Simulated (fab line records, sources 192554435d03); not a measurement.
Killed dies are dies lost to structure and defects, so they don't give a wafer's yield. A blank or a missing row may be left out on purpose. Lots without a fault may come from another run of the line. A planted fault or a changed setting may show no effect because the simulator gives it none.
fab line records | flow n5_finfet | part 2 of 2: steps 20 to 25 of 25
record lots=5 wafers=15 last_day=16
route steps=1938 shown DUMMY_GATE@226
lots that met no fault: from a run of the same line without faults
start_h: hours from the record's first day to the start of the lot's first wafer shown | wait_h: hours since the lot's step before | " the same as in the row above | L1.1+2: a row that stands for several wafers | - no value, or no start given | * or withheld: withheld | < > ~ a bound
route shown NAME@n: a module of which the file shows steps, and the number in the route of the first | usual: mean/standard deviation of fault-free wafers | same: alike in all rows | chamber/n: place in a boat | sites: the reading at each site | _std_site: their standard deviation | _edge_site: outer sites' mean less inner sites' | radius_mm: how far each site lies from the wafer's centre | mask NAME#n: copy n | behind: the tool/chamber that last shaped the wafer | hold: why the lot was held/for how many hours/how that ended | device: the transistor (n, p or np) that didn't switch | end of line: the same wafers' tests at the end of the route | a step without rows: its recipe alone | killed: dies lost to structure and defects at the first sort, not the wafer's yield | map: a wafer's dies, x killed, . not, _ none there
set.NAME: the setting as run; set.NAME@STEP: as run at that earlier step | model.NAME: the simulator's own value behind a step, which no gauge read
lots at some steps of the route; a table a step, a row a wafer
services: from which hour (start_h, from the record's first day; less than 0 if before it) a tool's chamber was out of use, for how many hours, and why
## steps
# step N5_DUMMY_GATE_HM_OPEN_21
# recipe chemistry=CH3F/O2 target=SiNx target_depth_a=1200 Ar_flow_sccm=150 CH3F_flow_sccm=30 O2_flow_sccm=23 time_s=171.4 pressure_mtorr=30 source_w=395 bias_w=73 ion_energy_ev=120.7
# usual O2_flow_sccm=23.00/0.07 drypump_motor_current_A=5.8/0.46 oes_product_au=0.740/0.029 rf_vpp_V=299/3.2 showerhead_plenum_p_Torr=2.01/0.071 throttle_valve_pct=16.51/0.16
# columns lot.wafer tool chamber start_h wait_h O2_flow_sccm drypump_motor_current_A oes_product_au rf_hours_counter_h rf_vpp_V showerhead_plenum_p_Torr throttle_valve_pct
L075.2 rie_diel-04 0 54.05 0.0 22.90 6.3 0.749 178 302 1.93 16.78
L075.4 " 3 " " 22.99 6.0 0.741 144 302 2.12 16.46
L075.6 " 1 " " 22.98 6.0 0.753 - 297 2.11 16.44
L078.2 rie_diel-03 0 70.00 0.0 22.93 5.9 0.713 204 300 1.93 16.62
L078.3 " 2 " " 22.98 5.3 0.755 161 298 2.01 16.22
L078.4 " 0 " " 22.94 5.9 0.716 - 300 1.93 16.62
L084.2 rie_diel-02 0 113.32 0.0 22.89 5.1 0.827 81 304 2.13 16.30
L084.3 " 2 " " 22.96 6.1 0.735 143 297 2.01 16.28
L084.4 " 3 " " 23.12 6.6 0.673 234 304 2.08 16.70
L089.4 rie_diel-03 0 136.81 0.0 23.04 5.9 0.700 224 299 1.92 16.67
L089.5 " 1 " " 23.02 6.5 0.730 - 298 2.00 16.54
L089.6 " 2 " " 22.95 5.3 0.728 - 297 2.01 16.26
L091.2 rie_diel-03 2 148.44 0.0 23.15 5.3 0.721 184 297 2.01 16.28
L091.4 " 3 " " 23.09 5.3 0.736 164 297 1.94 16.66
L091.5 " 3 " " 23.04 5.3 0.732 - 298 1.94 16.65
# step N5_DUMMY_GATE_ETCH_32
# recipe chemistry=CF4 target=SiO2 target_depth_a=35 time_s=3.9 ion_energy_ev=350 pressure_mtorr=10 icp_w=800 bias_w=400 cf4_flow_sccm=80
# usual drypump_motor_current_A=5.8/0.55 oes_product_au=0.994/0.012 throttle_valve_pct=21.80/0.18
# columns lot.wafer tool chamber start_h wait_h drypump_motor_current_A oes_product_au rf_hours_counter_h throttle_valve_pct
L075.2 rie_si-06 3 54.21 0.1 4.9 0.983 163 21.87
L075.4 " 0 " " 6.2 1.018 83 21.85
L075.6 " 0 " " 6.3 1.011 - 21.84
L078.2 rie_si-06 2 70.16 0.1 6.2 0.989 10 21.91
L078.3 " 3 " " 4.9 0.986 163 21.86
L078.4 " 0 " " 6.3 1.004 83 21.84
L084.2 rie_si-01 3 113.48 0.1 5.7 1.003 29 21.94
L084.3 " 0 " " 5.6 0.997 138 21.45
L084.4 " 2 " " 5.9 0.982 55 21.72
L089.4 rie_si-06 2 136.97 0.1 6.2 0.994 11 21.92
L089.5 " 3 " " 4.9 0.976 - 21.86
L089.6 " 2 " " 6.2 1.008 - 21.93
L091.2 rie_si-04 1 148.60 0.1 5.1 0.998 193 21.50
L091.4 " 3 " " 4.9 0.966 54 21.89
L091.5 " 0 " " 5.6 0.986 - 22.01
# step N5_DUMMY_GATE_ETCH_23
# recipe chemistry=HBr/Cl2/O2 HBr_flow_sccm=150 Cl2_flow_sccm=80 O2_flow_sccm=12 bias_w=102 target_depth_a=410 time_s=22.3 target=poly-Si mask_material=SiO2 pressure_mtorr=10 icp_w=800
# usual O2_flow_sccm=12.00/0.035 drypump_motor_current_A=5.8/0.55 oes_product_au=0.994/0.011 throttle_valve_pct=37.24/0.27
# columns lot.wafer tool chamber start_h wait_h O2_flow_sccm drypump_motor_current_A oes_product_au rf_hours_counter_h throttle_valve_pct
L075.2 rie_si-06 3 54.24 0.0 12.04 4.9 0.976 163 37.39
L075.4 " 0 " " 11.99 6.3 1.016 83 37.27
L075.6 " 0 " " 11.96 6.3 1.019 - 37.27
L078.2 rie_si-06 2 70.19 0.0 12.03 6.2 0.990 10 37.10
L078.3 " 3 " " 12.03 4.9 0.993 163 37.39
L078.4 " 0 " " 12.03 6.2 0.994 83 37.26
L084.2 rie_si-01 3 113.51 0.0 12.00 5.7 0.995 29 37.42
L084.3 " 0 " " 12.04 5.7 0.994 138 36.96
L084.4 " 2 " " 12.04 6.0 0.997 55 37.43
L089.4 rie_si-06 2 137.00 0.0 11.98 6.2 0.989 11 37.10
L089.5 " 3 " " 11.93 4.9 0.976 - 37.39
L089.6 " 2 " " 11.89 6.2 1.000 - 37.11
L091.2 rie_si-04 1 148.63 0.0 11.92 5.1 1.002 193 36.94
L091.4 " 3 " " 12.03 4.9 0.977 54 37.61
L091.5 " 0 " " 11.97 5.6 1.004 - 37.34
# step N5_DUMMY_GATE_ETCH_44
# recipe chemistry=HBr/O2 over_etch_frac=0.7 target_depth_a=1275 stop_on=SiO2 ion_energy_ev=60 bias_w=20 target=poly-Si mask_material=SiO2 pressure_mtorr=20 icp_w=400 HBr_flow_sccm=120 O2_flow_sccm=10
# usual O2_flow_sccm=10.003/0.027 drypump_motor_current_A=5.8/0.55 oes_product_au=0.725/0.0098 throttle_valve_pct=18.50/0.16
# columns lot.wafer tool chamber start_h wait_h O2_flow_sccm drypump_motor_current_A oes_product_au rf_hours_counter_h throttle_valve_pct
L075.2 rie_si-06 3 54.30 0.0 10.000 4.9 0.719 163 18.52
L075.4 " 0 " " 9.987 6.3 0.736 83 18.45
L075.6 " 0 " " 9.995 6.3 0.738 - 18.46
L078.2 rie_si-06 2 70.25 0.0 10.033 6.2 0.727 10 18.61
L078.3 " 3 " " 10.004 4.9 0.726 163 18.53
L078.4 " 0 " " 9.959 6.3 0.735 83 18.45
L084.2 rie_si-01 3 113.57 0.0 10.046 5.7 0.727 29 18.62
L084.3 " 0 " " 10.011 5.6 0.735 138 18.31
L084.4 " 2 " " 9.978 6.0 0.719 55 18.49
L089.4 rie_si-06 2 137.06 0.0 9.966 6.2 0.724 11 18.63
L089.5 " 3 " " 10.053 4.9 0.726 - 18.55
L089.6 " 2 " " 9.986 6.2 0.741 - 18.62
L091.2 rie_si-04 1 148.69 0.0 9.977 5.1 0.721 193 18.21
L091.4 " 3 " " 9.982 4.9 0.716 54 18.61
L091.5 " 0 " " 9.989 5.6 0.714 - 18.60
# step N5_DUMMY_GATE_CD_MEAS_24
# recipe target_cd_nm=15
# usual cd_nm=15.0/0.41
# columns lot.wafer tool chamber start_h wait_h cd_nm
L075.2 cd_sem-01 - 54.41 0.1 14.7
L075.4 " - " " 15.0
L075.6 " - " " 15.1
L078.2 cd_sem-01 - 70.36 0.1 15.1
L078.3 " - " " 14.7
L078.4 " - " " 15.2
L084.2 cd_sem-02 - 113.68 0.1 14.5
L084.3 " - " " 15.0
L084.4 " - " " 15.4
L089.4 cd_sem-03 - 137.17 0.1 14.5
L089.5 " - " " 14.5
L089.6 " - " " 14.8
L091.2 cd_sem-01 - 148.80 0.1 14.5
L091.4 " - " " 15.1
L091.5 " - " " 15.0
# step N5_DUMMY_GATE_ETCH_42
# recipe chemistry=CHF3/O2 target=SiO2 target_depth_a=35 time_s=31 ion_energy_ev=30 bias_w=12 pressure_mtorr=30 source_w=600 Ar_flow_sccm=200 CHF3_flow_sccm=50 O2_flow_sccm=5
# usual O2_flow_sccm=5.001/0.014 drypump_motor_current_A=5.9/0.44 oes_product_au=0.74/0.032 rf_vpp_V=42.7/0.97 showerhead_plenum_p_Torr=2.41/0.086 throttle_valve_pct=18.85/0.18
# columns lot.wafer tool chamber start_h wait_h O2_flow_sccm drypump_motor_current_A oes_product_au rf_hours_counter_h rf_vpp_V showerhead_plenum_p_Torr throttle_valve_pct
L075.2 rie_diel-04 2 54.46 0.0 5.006 5.4 0.79 111 42.5 2.42 18.73
L075.4 " 1 " " 4.986 6.0 0.76 120 43.3 2.52 18.78
L075.6 " 3 " " 5.000 6.0 0.73 - 43.4 2.52 18.80
L078.2 rie_diel-02 0 70.64 0.3 5.009 5.1 0.84 69 42.3 2.55 18.66
L078.3 " 1 " " 5.014 6.1 0.79 118 41.5 2.33 18.63
L078.4 " 3 " " 4.991 6.6 0.68 - 42.4 2.49 18.96
L084.2 rie_diel-04 2 113.74 0.1 5.016 5.4 0.77 131 41.7 2.41 18.74
L084.3 " 3 " " 4.980 5.9 0.73 157 42.8 2.52 18.81
L084.4 " 1 " " 5.005 6.0 0.74 140 43.2 2.51 18.81
L089.4 rie_diel-04 3 137.21 0.0 4.994 5.9 0.73 165 44.0 2.52 18.81
L089.5 " 0 " " 4.983 6.3 0.73 - 43.1 2.31 19.19
L089.6 " 3 " " 5.001 5.9 0.73 - 43.5 2.52 18.83
L091.2 rie_diel-02 0 148.85 0.0 5.017 5.1 0.82 91 41.5 2.54 18.69
L091.4 " 3 " " 5.014 6.6 0.67 243 43.7 2.48 18.99
L091.5 " 1 " " 4.997 6.2 0.76 - 43.5 2.32 18.65
## services
# columns tool chamber start_h hours kind
euv_scanner-01 - 32.71 0.5 repair
rie_diel-02 - 53.02 14.6 pm
rie_diel-03 1 57.34 23.6 repair
euv_scanner-01 - 57.74 1.0 pm
rie_diel-04 3 60.92 12.0 repair
rie_si-01 2 65.56 10.3 repair
rie_si-04 2 67.54 8.4 repair
rie_diel-02 2 69.71 3.8 repair
rie_diel-02 1 71.07 1.3 repair
euv_scanner-01 - 76.65 5.8 pm
rie_si-01 1 80.60 - clean
rie_si-01 1 80.60 - consumable_replace:esc
rie_si-01 1 80.60 22.7 scheduled_down
rie_si-01 1 80.60 22.7 vent_cycle
rie_diel-02 - 104.66 0.8 repair
rie_si-01 - 108.68 2.8 pm
euv_scanner-01 - 113.89 1.0 pm
rie_si-06 - 117.12 2.8 pm
rie_diel-04 - 117.44 2.2 repair
rie_si-01 0 119.04 8.5 repair
rie_diel-03 2 119.39 6.6 repair
rie_diel-02 - 126.83 2.8 pm
euv_scanner-01 - 131.15 0.2 repair
rie_si-04 3 136.60 6.8 repair
